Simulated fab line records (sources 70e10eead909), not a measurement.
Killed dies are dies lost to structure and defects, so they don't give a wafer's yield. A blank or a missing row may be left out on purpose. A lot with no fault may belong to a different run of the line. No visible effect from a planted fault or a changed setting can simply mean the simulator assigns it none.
Comparing a struck lot with a sound one :: flow nandHarc :: 17 out of 1302 route steps
Sound: these wafers, L826.1, L826.2, L826.6. Wafers struck: L818.1, L818.4, L818.5. At the end, the cause is stated.
Each step with rows lists, per side, the tool, then ch with its chambers, then its first start. Under that, the readings that differ: sound wafers :: struck wafers :: difference of the means :: sigmas: that difference in standard deviations of wafers without a fault.
alike: same words and numbers on both sides, and readings whose means sit less than 2 such deviations apart. not compared: any withheld reading, any reading some wafer has no value for, any bound like >300 that may hide the same value, and any number with overlapping values for which the record gives no deviation.
A row with sigmas, a row that says differs or no value, or rows on one side alone: a step with any of these is where the two part. Numbers that don't overlap but have no deviation are shown without sigmas and don't part them. A reading that every wafer of one side lacks parts them only if that side has two wafers or more.

NHARC_P_M0_OVL_MEAS_10: pitch 180 nm.
  struck on overlay-01, day 12 05:46; sound on overlay-02, day 15 03:59
  alike: overlayXNm, overlayYNm
NHARC_P_M0_INSPECT_11:
  struck on defectInspect-01, day 12 05:47; sound on defectInspect-01, day 15 04:01
  alike: rawDefectCount
then, 2 steps without rows for these wafers: NHARC_P_M0_DESCUM_14 (chemistry O2, time 3 s); NHARC_P_M0_ETCH_34 (etches the open film in N2/H2, target depth 40 nm, overetch 12 nm, time 43.94 s).
NHARC_P_M0_ETCH_15: etches the open film in C4F8/Ar, target depth 150 nm, overetch 15 nm, time 82.5 s.
  sound: rieDiel-04 ch 0,3; struck: rieDiel-05 ch 0,3
  alike: oesProductAu, rfVppV
  not compared: rfHoursCounterH
NHARC_P_M0_CD_MEAS_16:
  struck on cdSem-03, day 12 06:11; sound on cdSem-02, day 15 04:27
  alike: cdNm
NHARC_P_M0_STRIP_18: strips in N2/H2.
  sound on rieDiel-05 ch 0,1,3, day 15 04:43; struck on rieDiel-04 ch 0,1,3, day 12 06:17
reading: h2FlowSccm (sccm)
sound: 149.2 149.0 150.1
struck: 150.4 151.2 150.5
difference: +1.3
sigmas: +3
  alike: drypumpMotorCurrentA, oesProductAu, rfVppV, showerheadPlenumPTorr, throttleValvePct
  not compared: rfHoursCounterH
then, 2 steps without rows for these wafers: NHARC_P_M0_STRIP_19 (strips in post etch residue remover, time 600 s); NHARC_P_M0_DEGAS_28 (time 60 s).
NHARC_P_M0_PRE_CLEAN_29: time 30 s.
  sound on pvdSputter-01; struck on pvdSputter-02
  alike: heaterPowerW
then, 1 step without rows for these wafers: NHARC_P_M0_PVD_20 (deposits TaN, target thk 5 nm, time 8.06 s).
NHARC_P_M0_PVD_21: deposits Cu, target thk 30 nm, time 20.49 s.
  sound on pvdSputter-01; struck on pvdSputter-02
  alike: cathodeDcPowerW, throttleValvePct
NHARC_P_M0_ECD_22: material Cu, target thk 400 nm.
  sound on ecdCu-01 ch 0,1, day 15 05:36; struck on ecdCu-01 ch 0, day 12 07:13
  no value came back on the struck wafers for bathHeatDutyPct (%), bathTempC (C); on the sound wafers bathHeatDutyPct (%) reads 6.9 6.9 6.7
NHARC_P_M0_ANNEAL_30: time 90 s.
  sound on rtpAnneal-02 ch 0, day 15 05:59; struck on rtpAnneal-02 ch 0, day 12 07:33
  alike: wafer_temp_C_max
NHARC_P_M0_CMP_23: polishes, t overpolish 20 s, target thk 117.54 nm.
  sound on cmp-03 ch 0,2,3, day 15 06:23; struck on cmp-03 ch 0,1,3, day 12 07:55
reading: timeToEndpointS (s)
sound: 25.7 25.1 22.3
struck: 5.2 4.9 3.6
difference: -19.8
sigmas: -8
  alike: motorCurrentA, slurryFlowMlMin
NHARC_P_M0_THK_MEAS_24: measures by xrf.
  struck on filmMetro-02, day 12 08:13; sound on filmMetro-02, day 15 06:38
reading: thkNm (nm)
sound: 116.8 117.8 116.4
struck: 29.7 27.9 29.6
difference: -87.9
sigmas: -63
following that, these wafers have no rows for 1 step: NHARC_P_M0_SRD_25.

WHERE THEY PART
Earliest at NHARC_P_M0_STRIP_18; latest, in this record, at NHARC_P_M0_THK_MEAS_24.

WHY: the cause the simulator had injected
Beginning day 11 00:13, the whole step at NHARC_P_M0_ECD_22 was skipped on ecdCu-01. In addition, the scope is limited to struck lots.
